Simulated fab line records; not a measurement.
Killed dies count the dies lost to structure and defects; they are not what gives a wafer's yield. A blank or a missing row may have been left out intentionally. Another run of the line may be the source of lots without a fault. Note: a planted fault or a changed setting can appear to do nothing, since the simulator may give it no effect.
Matching of chambers -- flow n5-finfet -- N5_BEOL_M9_PECVD_70 on pecvd-03: 3 sister chambers
The step deposits SiO2 from TEOS/O2, target thk 20 nm, time 22.7 s. 3 wafers are shown with their chamber, then 9 later ones without.

## WAFERS PAIRED WITH THEIR CHAMBERS
wafer,chamber,showerhead-plenum-p-Torr (Torr)
L083.3,2,8.77
L089.3,1,8.70
L089.5,0,8.71

## WAFERS MISSING THEIR CHAMBER
wafer,showerhead-plenum-p-Torr (Torr)
L090.4,8.77
L090.5,8.72
L090.6,8.70
L094.1,8.72
L094.2,8.78
L094.6,8.77
L093.1,8.72
L093.2,8.70
L093.6,8.73

## THE CHAMBER EACH PASSED THROUGH
wafer,from the rows above,in truth
L090.4,2,2
L090.5,can't be placed: 0 or 1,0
L090.6,can't be placed: 1 or 0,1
L094.1,can't be placed: 0 or 1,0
L094.2,2,2
L094.6,2,2
L093.1,can't be placed: 0 or 1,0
L093.2,can't be placed: 1 or 0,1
L093.6,can't be placed: 0 or 1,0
Placed correctly: 3 of 9. Unplaceable from these rows: 6, with the true chamber sitting among the candidates in 6. 0 placed wrongly.
How it was worked out, from the rows above alone: a wafer's distance from a chamber is the root of the sum, over the readings, of the square of ((its reading less the chamber's mean) divided by the reading's scatter). If the next closest chamber is less than 2 further off than the closest, the wafer can't be placed; otherwise it belongs to the closest. For every chamber, the mean is computed from those of its wafers that are shown. The scatter: with one shown wafer a chamber, the root of the mean of the squares of how far each hidden wafer lies from its nearest shown one.
